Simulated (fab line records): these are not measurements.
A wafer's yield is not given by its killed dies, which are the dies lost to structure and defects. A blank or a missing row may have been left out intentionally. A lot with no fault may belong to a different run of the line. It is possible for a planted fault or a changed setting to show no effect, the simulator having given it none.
fab line records	flow n5-finfet	part 1 of 2: steps 1 to 22 of 30
[record] lots = 5	wafers = 15	last-day = 16
route steps=1938 shown ZERO_LAYER@4 WELL_APT@20
lots that met no fault: taken from a fault-free run of the same line
start-h: hours from the record's first day to the start of the lot's first wafer shown	wait-h: hours since the lot's step before	" identical to the entry in the row above	L1.1+2: a row that stands for several wafers	- no value, or no start was given	* or withheld: withheld	< > ~ a bound
route shown NAME@n: a module of which the file shows steps, and the number in the route of the first	usual: the fault-free wafers' mean and standard deviation	same: alike in all rows	chamber/n: place in a boat	sites: per-site readings	_std_site: the values' standard deviation	_edge_site: the outer-site mean with the inner-site mean subtracted	radius-mm: for every site, how far away it sits from the centre of the wafer	mask NAME#n: copy n	behind: the last tool/chamber to shape the wafer	hold: what put the lot on hold/how long, in hours/how the hold closed	device: transistor that didn't switch, given as n, p or np	end of line: tests of these same wafers at the route's end	step lacking rows: just its recipe	killed: the dies lost at the first sort to structure and to defects; this is not the yield of the wafer	map: dies across one wafer; x = killed, . = not, _ = none there
set.NAME: the setting as run; set.NAME@STEP: as run at that earlier step	model.NAME: the simulator's own value behind a step, which no gauge read
lots seen at some steps along the route; tables by step, rows by wafer
services: when a tool's chamber went out of use (start-h, in hours from the record's first day, below 0 if earlier), for how many hours, and the reason
[[steps]]
[step N5_ZERO_LAYER_PECVD_02]
[recipe] material = SiO2	target-thk-a = 100	temp-c = 400	precursor = SiH4/N2O	pressure-torr = 0.75	rf-w = 275	time-s = 6
[usual] heater-power-w = 787/64	showerhead-plenum-p-Torr = 8.19/0.13
lot.wafer	tool	chamber	start-h	wait-h	heater-power-w	showerhead-plenum-p-Torr
L077.1	pecvd-01	0	30.28	0.0	737	8.10
L077.5	"	1	"	"	851	8.05
L077.6	"	0	"	"	733	8.12
L079.3	pecvd-01	0	42.32	0.1	637	8.09
L079.5	"	1	"	"	700	8.06
L079.6	"	0	"	"	651	8.10
L086.1	pecvd-01	1	84.28	0.0	855	8.05
L086.2	"	2	"	"	715	8.05
L086.5	"	0	"	"	681	8.11
L091.2	pecvd-02	1	114.29	0.0	869	8.21
L091.3	"	2	"	"	737	8.05
L091.6	"	2	"	"	750	8.07
L092.3	pecvd-01	2	120.28	0.0	773	8.05
L092.4	"	2	"	"	758	8.05
L092.6	"	1	"	"	816	8.05
[step N5_ZERO_LAYER_HMDS_04]
[recipe] time-s = 60	temp-c = 120
[usual] resist-line-temp-C = 23.01/0.11
lot.wafer	tool	chamber	start-h	wait-h	resist-line-temp-C
L077.1	litho-track-03	0	30.38	0.1	22.93
L077.5	"	0	"	"	23.08
L077.6	"	0	"	"	22.99
L079.3	litho-track-02	0	42.40	0.1	23.00
L079.5	"	0	"	"	23.13
L079.6	"	0	"	"	23.27
L086.1	litho-track-02	0	84.36	0.1	23.07
L086.2	"	0	"	"	22.95
L086.5	"	0	"	"	23.01
L091.2	litho-track-02	0	114.37	0.1	22.88
L091.3	"	0	"	"	22.93
L091.6	"	0	"	"	22.94
L092.3	litho-track-02	0	120.36	0.1	23.04
L092.4	"	0	"	"	23.21
L092.6	"	0	"	"	23.20
[step N5_ZERO_LAYER_COAT_05]
[recipe] spin-rpm = 1500	resist-thk-nm = 1000
[usual] resist-line-temp-C = 23.03/0.11
lot.wafer	tool	chamber	start-h	wait-h	resist-line-temp-C
L077.1	litho-track-03	0	-	-	22.97
L077.5	"	0	"	"	22.98
L077.6	"	0	"	"	22.86
L079.3	litho-track-02	0	-	-	22.99
L079.5	"	0	"	"	22.96
L079.6	"	0	"	"	22.96
L086.1	litho-track-02	0	-	-	23.07
L086.2	"	0	"	"	23.04
L086.5	"	0	"	"	23.00
L091.2	litho-track-02	0	-	-	22.99
L091.3	"	0	"	"	22.92
L091.6	"	0	"	"	22.98
L092.3	litho-track-02	0	-	-	22.98
L092.4	"	0	"	"	23.04
L092.6	"	0	"	"	22.99
[step N5_ZERO_LAYER_EBR_07]
[recipe] solvent = PGMEA	ebr-width-mm = 1.5
[usual] resist-line-temp-C = 23.01/0.1
lot.wafer	tool	chamber	start-h	wait-h	resist-line-temp-C
L077.1	litho-track-03	0	-	-	23.11
L077.5	"	0	"	"	22.95
L077.6	"	0	"	"	22.86
L079.3	litho-track-02	0	-	-	22.98
L079.5	"	0	"	"	23.14
L079.6	"	0	"	"	23.12
L086.1	litho-track-02	0	-	-	23.00
L086.2	"	0	"	"	22.87
L086.5	"	0	"	"	22.78
L091.2	litho-track-02	0	-	-	23.05
L091.3	"	0	"	"	22.94
L091.6	"	0	"	"	22.76
L092.3	litho-track-02	0	-	-	23.00
L092.4	"	0	"	"	23.16
L092.6	"	0	"	"	23.09
[step N5_ZERO_LAYER_SOFTBAKE_06]
[recipe] temp-c = 100	time-s = 90
[usual] resist-line-temp-C = 23.03/0.11
lot.wafer	tool	chamber	start-h	wait-h	resist-line-temp-C
L077.1	litho-track-03	0	-	-	22.88
L077.5	"	0	"	"	23.20
L077.6	"	0	"	"	22.96
L079.3	litho-track-02	0	-	-	22.97
L079.5	"	0	"	"	23.00
L079.6	"	0	"	"	23.03
L086.1	litho-track-02	0	-	-	23.01
L086.2	"	0	"	"	23.13
L086.5	"	0	"	"	22.88
L091.2	litho-track-02	0	-	-	23.21
L091.3	"	0	"	"	23.08
L091.6	"	0	"	"	22.80
L092.3	litho-track-02	0	-	-	23.11
L092.4	"	0	"	"	23.05
L092.6	"	0	"	"	23.25
[step N5_ZERO_LAYER_EXPOSE_08]
[recipe] mask-id = ZERO	na = 0.55	source-shape = conventional	sigma-outer = 0.8	polarization = unpolarized	defocus-nm = 0	target-cd-nm = 2000	dose-mj = 16.2
[usual] focus-offset-nm = 0.0/0.48
lot.wafer	tool	chamber	start-h	wait-h	mask	focus-offset-nm
L077.1	krf-scanner-02	0	30.49	-	ZERO#0	0.5
L077.5	"	0	"	"	ZERO#0	0.3
L077.6	"	0	"	"	ZERO#0	0.2
L079.3	krf-scanner-01	0	42.52	-	ZERO#0	0.4
L079.5	"	0	"	"	ZERO#0	-0.5
L079.6	"	0	"	"	ZERO#0	-0.2
L086.1	krf-scanner-02	0	84.47	-	ZERO#0	-0.1
L086.2	"	0	"	"	ZERO#0	0.2
L086.5	"	0	"	"	ZERO#0	0.0
L091.2	krf-scanner-01	0	114.48	-	ZERO#0	0.1
L091.3	"	0	"	"	ZERO#0	0.1
L091.6	"	0	"	"	ZERO#0	0.3
L092.3	krf-scanner-02	0	120.60	-	ZERO#0	-0.4
L092.4	"	0	"	"	ZERO#0	0.7
L092.6	"	0	"	"	ZERO#0	-0.4
[step N5_ZERO_LAYER_PEB_09]
[recipe] peb-temp-c = withheld	peb-time-s = *
[usual] resist-line-temp-C = *
lot.wafer	tool	chamber	start-h	wait-h	resist-line-temp-C
L077.1	litho-track-02	0	30.55	0.1	*
L077.5	"	0	"	"	*
L077.6	"	0	"	"	*
L079.3	litho-track-04	0	42.57	0.0	*
L079.5	"	0	"	"	*
L079.6	"	0	"	"	*
L086.1	litho-track-04	0	84.52	0.1	*
L086.2	"	0	"	"	*
L086.5	"	0	"	"	*
L091.2	litho-track-02	0	114.53	0.0	*
L091.3	"	0	"	"	*
L091.6	"	0	"	"	*
L092.3	litho-track-04	0	120.65	0.0	*
L092.4	"	0	"	"	*
L092.6	"	0	"	"	*
[step N5_ZERO_LAYER_DEVELOP_10]
[recipe] develop-time-s = 60	rinse-liquid = diw	dry = air-spin	dev-temp-c = 21
[usual] resist-line-temp-C = 23.01/0.11
lot.wafer	tool	chamber	start-h	wait-h	resist-line-temp-C
L077.1	litho-track-02	0	-	-	23.09
L077.5	"	0	"	"	23.01
L077.6	"	0	"	"	23.03
L079.3	litho-track-04	0	-	-	22.95
L079.5	"	0	"	"	23.07
L079.6	"	0	"	"	23.06
L086.1	litho-track-04	0	-	-	23.05
L086.2	"	0	"	"	22.99
L086.5	"	0	"	"	22.99
L091.2	litho-track-02	0	-	-	22.96
L091.3	"	0	"	"	23.01
L091.6	"	0	"	"	22.96
L092.3	litho-track-04	0	-	-	23.23
L092.4	"	0	"	"	23.27
L092.6	"	0	"	"	23.30
[step N5_ZERO_LAYER_HARDBAKE_23]
[recipe] temp-c = 130	time-s = 120
[usual] resist-line-temp-C = 22.99/0.097
lot.wafer	tool	chamber	start-h	wait-h	resist-line-temp-C
L077.1	litho-track-02	0	-	-	22.94
L077.5	"	0	"	"	22.88
L077.6	"	0	"	"	22.87
L079.3	litho-track-04	0	-	-	22.88
L079.5	"	0	"	"	22.92
L079.6	"	0	"	"	23.00
L086.1	litho-track-04	0	-	-	23.04
L086.2	"	0	"	"	22.95
L086.5	"	0	"	"	23.03
L091.2	litho-track-02	0	-	-	22.91
L091.3	"	0	"	"	22.98
L091.6	"	0	"	"	22.93
L092.3	litho-track-04	0	-	-	23.05
L092.4	"	0	"	"	22.93
L092.6	"	0	"	"	22.93
[step N5_ZERO_LAYER_CD_MEAS_11]
[recipe] target-cd-nm = 2000	landing-energy-ev = 500	detector = se-inlens
[usual] cd-nm = 1999.1/1.7
lot.wafer	tool	chamber	start-h	wait-h	cd-nm
L077.1	cd-sem-01	0	30.66	-	2000.9
L077.5	"	0	"	"	2000.2
L077.6	"	0	"	"	1999.5
L079.3	cd-sem-01	0	42.69	-	1998.3
L079.5	"	0	"	"	1996.4
L079.6	"	0	"	"	1998.9
L086.1	cd-sem-02	0	84.65	-	1999.1
L086.2	"	0	"	"	1997.8
L086.5	"	0	"	"	2000.4
L091.2	cd-sem-01	0	114.65	-	1997.6
L091.3	"	0	"	"	1996.8
L091.6	"	0	"	"	1999.5
L092.3	cd-sem-03	0	120.77	-	2000.3
L092.4	"	0	"	"	1998.8
L092.6	"	0	"	"	1996.9
[step N5_ZERO_LAYER_DESCUM_16]
[recipe] chemistry = O2	time-s = 7.9	source-power-w = 50	bias-power-w = 20	pressure-mtorr = 20	rf-frequency-hz = 2.712e+07	temp-c = 40	o2-flow-sccm = 225
[usual] bias-power-w = 20.01/0.063	drypump-motor-current-A = 5.83/0.25	oes-product-au = 0.77/0.066	rf-vpp-V = 242.7/1.3	showerhead-plenum-p-Torr = 2.07/0.079	temp-c = 39.98/0.12	throttle-valve-pct = 20.53/0.16
lot.wafer	tool	chamber	start-h	wait-h	bias-power-w	drypump-motor-current-A	oes-product-au	rf-hours-counter-h	rf-vpp-V	showerhead-plenum-p-Torr	temp-c	throttle-valve-pct
L077.1	rie-diel-03	3	30.70	0.0	19.85	5.76	0.71	209	242.3	1.99	40.12	20.50
L077.5	"	2	"	"	19.99	5.69	0.81	-	243.1	2.21	39.85	20.55
L077.6	"	3	"	"	20.00	5.77	0.71	-	242.1	1.99	40.00	20.50
L079.3	rie-diel-05	2	42.87	0.2	19.93	5.83	0.95	16	245.8	2.24	40.07	20.57
L079.5	"	1	"	"	19.96	5.68	0.72	-	242.9	2.09	39.94	20.49
L079.6	"	0	"	"	19.95	5.80	0.72	-	244.8	2.08	40.09	20.79
L086.1	rie-diel-03	3	85.07	0.4	20.06	5.76	0.69	224	241.4	1.98	39.88	20.50
L086.2	"	1	"	"	20.04	5.57	0.78	142	241.0	2.02	39.80	20.47
L086.5	"	1	"	"	20.00	5.57	0.79	-	241.4	2.02	39.96	20.48
L091.2	rie-diel-03	2	114.94	0.3	19.96	5.70	0.78	130	243.4	2.20	39.98	20.59
L091.3	"	3	"	"	19.94	5.80	0.68	234	241.8	1.98	40.01	20.53
L091.6	"	1	"	"	20.04	5.63	0.77	-	242.1	2.02	40.08	20.50
L092.3	rie-diel-03	3	120.87	0.1	20.02	5.79	0.68	236	240.9	1.98	40.13	20.54
L092.4	"	1	"	"	20.02	5.57	0.77	153	242.0	2.01	40.03	20.49
L092.6	"	1	"	"	20.01	5.57	0.78	-	241.5	2.01	40.00	20.50
[step N5_ZERO_LAYER_ETCH_17]
[recipe] chemistry = CF4	target = SiO2	target-depth-a = 120	time-s = 13.3	ion-energy-ev = 350	pressure-mtorr = 40	source-w = 450	bias-w = 215	Ar_flow_sccm = 100	cf4-flow-sccm = 100
[usual] drypump-motor-current-A = 5.83/0.25	oes-product-au = 0.77/0.064	rf-vpp-V = 947/4.5	showerhead-plenum-p-Torr = 2.12/0.069	throttle-valve-pct = 15.74/0.15
lot.wafer	tool	chamber	start-h	wait-h	drypump-motor-current-A	oes-product-au	rf-hours-counter-h	rf-vpp-V	showerhead-plenum-p-Torr	throttle-valve-pct
L077.1	rie-diel-03	3	30.74	0.0	5.78	0.71	209	943	2.04	15.72
L077.5	"	2	"	"	5.73	0.79	-	954	2.23	15.66
L077.6	"	3	"	"	5.78	0.70	-	942	2.04	15.72
L079.3	rie-diel-05	2	42.91	0.0	5.82	0.95	16	957	2.28	15.64
L079.5	"	1	"	"	5.69	0.72	-	947	2.13	15.69
L079.6	"	0	"	"	5.81	0.71	-	947	2.13	16.01
L086.1	rie-diel-03	3	85.10	0.0	5.78	0.70	224	941	2.03	15.74
L086.2	"	1	"	"	5.56	0.79	142	944	2.08	15.76
L086.5	"	1	"	"	5.55	0.79	-	946	2.08	15.77
L091.2	rie-diel-03	2	114.98	0.0	5.69	0.77	130	955	2.23	15.72
L091.3	"	3	"	"	5.77	0.70	234	941	2.03	15.75
L091.6	"	1	"	"	5.58	0.77	-	944	2.08	15.81
L092.3	rie-diel-03	3	120.91	0.0	5.78	0.69	236	941	2.03	15.76
L092.4	"	1	"	"	5.59	0.77	153	942	2.07	15.81
L092.6	"	1	"	"	5.59	0.77	-	944	2.07	15.80
[step N5_ZERO_LAYER_ETCH_18]
[recipe] chemistry = HBr/Cl2	target = Si	target-depth-a = 1200	time-s = 40	pressure-mtorr = 10	icp-w = 800	bias-w = 75	HBr_flow_sccm = 150	Cl2_flow_sccm = 80
[usual] drypump-motor-current-A = 5.5/0.31	oes-product-au = 1.003/0.017	throttle-valve-pct = 36.3/0.34
lot.wafer	tool	chamber	start-h	wait-h	drypump-motor-current-A	oes-product-au	rf-hours-counter-h	throttle-valve-pct
L077.1	rie-si-04	1	30.81	0.0	5.4	1.014	1	35.9
L077.5	"	0	"	"	5.6	1.022	-	36.1
L077.6	"	1	"	"	5.4	1.013	-	35.9
L079.3	rie-si-01	1	42.98	0.0	5.9	0.969	109	35.7
L079.5	"	2	"	"	5.4	1.013	-	36.5
L079.6	"	1	"	"	5.9	0.967	-	35.7
L086.1	rie-si-05	0	85.18	0.0	5.6	0.999	175	37.0
L086.2	"	1	"	"	4.8	0.981	7	36.1
L086.5	"	2	"	"	5.8	0.969	-	36.1
L091.2	rie-si-04	3	115.05	0.0	5.2	1.015	52	36.2
L091.3	"	0	"	"	5.6	1.014	191	36.1
L091.6	"	2	"	"	6.0	1.022	-	36.6
L092.3	rie-si-01	1	120.98	0.0	5.9	0.978	111	35.7
L092.4	"	0	"	"	5.2	1.009	45	36.8
L092.6	"	3	"	"	5.6	0.992	-	36.0
[step N5_ZERO_LAYER_STRIP_24]
[recipe] chemistry = O2	power-w = 1000	temp-c = 250	overash-fraction = 0.3	pressure-mtorr = 1000	o2-flow-sccm = 6750
[usual] drypump-motor-current-A = 5.8/0.44	heater-power-w = 354/27	oes-product-au = 0.647/0.0045	strip-time-to-endpoint-s = 43.84/0.089	temp-c = 250.01/0.19
lot.wafer	tool	chamber	start-h	wait-h	drypump-motor-current-A	heater-power-w	oes-product-au	rf-hours-counter-h	strip-time-to-endpoint-s	temp-c
L077.1	plasma-asher-02	0	30.92	0.1	5.9	379	0.646	76	43.80	249.86
L077.5	"	1	"	"	5.9	320	0.649	-	43.73	249.86
L077.6	"	0	"	"	5.8	394	0.656	-	43.81	249.58
L079.3	plasma-asher-01	0	43.11	0.1	5.0	360	0.649	-	43.97	250.17
L079.5	"	1	"	"	6.4	351	0.645	-	43.95	249.91
L079.6	"	0	"	"	5.0	367	0.649	-	43.93	250.08
L086.1	plasma-asher-02	1	85.28	0.1	5.9	318	0.650	86	43.72	250.42
L086.2	"	0	"	"	5.8	380	0.638	86	43.80	249.92
L086.5	"	0	"	"	5.8	389	0.643	-	43.68	249.91
L091.2	plasma-asher-01	1	115.16	0.1	6.4	350	0.645	43	43.97	249.87
L091.3	"	1	"	"	6.4	357	0.646	-	43.95	250.01
L091.6	"	1	"	"	6.4	359	0.647	-	43.91	249.72
L092.3	plasma-asher-01	1	121.11	0.1	6.4	348	0.647	-	43.89	250.03
L092.4	"	0	"	"	5.0	359	0.648	-	43.90	250.14
L092.6	"	1	"	"	6.4	360	0.647	-	43.81	250.05
[step N5_ZERO_LAYER_STRIP_19]
[recipe] chemistry = SPM	time-s = 900	temp-c = 130	h2so4-h2o2-vol-ratio = 4	dry = ipa-marangoni
[usual] temp-c = 130.01/0.15
lot.wafer	tool	chamber	start-h	wait-h	temp-c
L077.1	wet-bench-04	7	31.00	0.1	129.92
L077.5	"	6	"	"	130.03
L077.6	"	2	"	"	130.14
L079.3	wet-bench-04	6	43.17	0.0	129.81
L079.5	"	0	"	"	130.07
L079.6	"	3	"	"	129.69
L086.1	wet-bench-02	7	85.38	0.1	129.98
L086.2	"	4	"	"	130.02
L086.5	"	6	"	"	130.07
L091.2	wet-bench-02	4	115.24	0.1	130.18
L091.3	"	2	"	"	129.95
L091.6	"	5	"	"	130.10
L092.3	wet-bench-04	7	121.17	0.0	130.17
L092.4	"	1	"	"	129.90
L092.6	"	0	"	"	130.09
[step N5_ZERO_LAYER_INSPECT_20]
[recipe] inspect-instrument = darkfield	mode = post-clean
[usual] raw-defect-count = 32/16
lot.wafer	tool	chamber	start-h	wait-h	raw-defect-count
L077.1	defect-inspect-02	-	31.28	0.0	26
L077.5	"	-	"	"	38
L077.6	"	-	"	"	37
L079.3	defect-inspect-01	-	43.45	0.0	24
L079.5	"	-	"	"	30
L079.6	"	-	"	"	49
L086.1	defect-inspect-01	-	85.65	0.0	28
L086.2	"	-	"	"	23
L086.5	"	-	"	"	75
L091.2	defect-inspect-02	-	115.52	0.0	22
L091.3	"	-	"	"	50
L091.6	"	-	"	"	18
L092.3	defect-inspect-02	-	121.47	0.0	54
L092.4	"	-	"	"	45
L092.6	"	-	"	"	29
[step N5_WELL_APT_HMDS_01]
[recipe] time-s = 60	temp-c = 120
[usual] resist-line-temp-C = 23.00/0.1
lot.wafer	tool	chamber	start-h	wait-h	resist-line-temp-C
L077.1	litho-track-01	0	31.31	0.0	22.88
L077.5	"	0	"	"	22.91
L077.6	"	0	"	"	22.91
L079.3	litho-track-05	0	43.48	0.0	22.85
L079.5	"	0	"	"	23.00
L079.6	"	0	"	"	22.81
L086.1	litho-track-05	0	85.68	0.0	22.99
L086.2	"	0	"	"	22.96
L086.5	"	0	"	"	23.05
L091.2	litho-track-03	0	115.55	0.0	22.89
L091.3	"	0	"	"	22.88
L091.6	"	0	"	"	22.85
L092.3	litho-track-03	0	121.50	0.0	22.93
L092.4	"	0	"	"	22.95
L092.6	"	0	"	"	22.85
[step N5_WELL_APT_COAT_02]
[recipe] spin-rpm = 1357	resist-thk-nm = 950
[usual] resist-line-temp-C = 23.00/0.11
lot.wafer	tool	chamber	start-h	wait-h	resist-line-temp-C
L077.1	litho-track-01	0	-	-	22.92
L077.5	"	0	"	"	22.94
L077.6	"	0	"	"	22.98
L079.3	litho-track-05	0	-	-	22.94
L079.5	"	0	"	"	23.15
L079.6	"	0	"	"	23.08
L086.1	litho-track-05	0	-	-	23.01
L086.2	"	0	"	"	23.08
L086.5	"	0	"	"	22.89
L091.2	litho-track-03	0	-	-	23.27
L091.3	"	0	"	"	22.98
L091.6	"	0	"	"	23.03
L092.3	litho-track-03	0	-	-	23.02
L092.4	"	0	"	"	23.06
L092.6	"	0	"	"	23.17
[step N5_WELL_APT_EBR_04]
[recipe] solvent = PGMEA	ebr-width-mm = 1.5
[usual] resist-line-temp-C = 22.99/0.11
lot.wafer	tool	chamber	start-h	wait-h	resist-line-temp-C
L077.1	litho-track-01	0	-	-	22.93
L077.5	"	0	"	"	22.82
L077.6	"	0	"	"	22.97
L079.3	litho-track-05	0	-	-	23.00
L079.5	"	0	"	"	23.13
L079.6	"	0	"	"	23.10
L086.1	litho-track-05	0	-	-	22.94
L086.2	"	0	"	"	22.95
L086.5	"	0	"	"	22.98
L091.2	litho-track-03	0	-	-	23.03
L091.3	"	0	"	"	23.00
L091.6	"	0	"	"	23.01
L092.3	litho-track-03	0	-	-	23.03
L092.4	"	0	"	"	23.02
L092.6	"	0	"	"	22.90
[step N5_WELL_APT_SOFTBAKE_03]
[recipe] temp-c = 130	time-s = 60
[usual] resist-line-temp-C = 23.01/0.11
lot.wafer	tool	chamber	start-h	wait-h	resist-line-temp-C
L077.1	litho-track-01	0	-	-	23.08
L077.5	"	0	"	"	22.93
L077.6	"	0	"	"	23.15
L079.3	litho-track-05	0	-	-	22.94
L079.5	"	0	"	"	23.15
L079.6	"	0	"	"	23.02
L086.1	litho-track-05	0	-	-	22.97
L086.2	"	0	"	"	22.95
L086.5	"	0	"	"	22.99
L091.2	litho-track-03	0	-	-	23.23
L091.3	"	0	"	"	22.95
L091.6	"	0	"	"	22.93
L092.3	litho-track-03	0	-	-	22.99
L092.4	"	0	"	"	23.11
L092.6	"	0	"	"	22.89
[step N5_WELL_APT_EXPOSE_05]
[recipe] mask-id = NWELL	na = 0.8	source-shape = conventional	sigma-outer = 0.8	polarization = unpolarized	defocus-nm = 0	target-cd-nm = 200	dose-mj = 20.3
[usual] focus-offset-nm = 0.0/0.56
lot.wafer	tool	chamber	start-h	wait-h	mask	focus-offset-nm
L077.1	krf-scanner-02	0	31.41	-	NWELL#0	1.0
L077.5	"	0	"	"	NWELL#0	-0.2
L077.6	"	0	"	"	NWELL#0	0.8
L079.3	krf-scanner-02	0	43.59	-	NWELL#0	-0.4
L079.5	"	0	"	"	NWELL#0	0.0
L079.6	"	0	"	"	NWELL#0	-0.6
L086.1	krf-scanner-01	0	85.91	-	NWELL#0	-0.5
L086.2	"	0	"	"	NWELL#0	0.2
L086.5	"	0	"	"	NWELL#0	0.0
L091.2	krf-scanner-01	0	115.65	-	NWELL#0	0.0
L091.3	"	0	"	"	NWELL#0	-0.2
L091.6	"	0	"	"	NWELL#0	-0.2
L092.3	krf-scanner-02	0	121.74	-	NWELL#0	1.0
L092.4	"	0	"	"	NWELL#0	0.9
L092.6	"	0	"	"	NWELL#0	0.2
[step N5_WELL_APT_PEB_06]
[recipe] peb-temp-c = 130	peb-time-s = 90
[usual] resist-line-temp-C = 23.01/0.11
lot.wafer	tool	chamber	start-h	wait-h	resist-line-temp-C
L077.1	litho-track-01	0	31.46	0.1	23.18
L077.5	"	0	"	"	23.13
L077.6	"	0	"	"	23.07
L079.3	litho-track-01	0	43.64	0.0	22.85
L079.5	"	0	"	"	22.96
L079.6	"	0	"	"	22.95
L086.1	litho-track-01	0	85.97	0.1	22.95
L086.2	"	0	"	"	22.97
L086.5	"	0	"	"	23.05
L091.2	litho-track-01	0	115.71	0.0	23.13
L091.3	"	0	"	"	23.14
L091.6	"	0	"	"	23.00
L092.3	litho-track-05	0	121.78	0.0	22.81
L092.4	"	0	"	"	22.70
L092.6	"	0	"	"	22.93
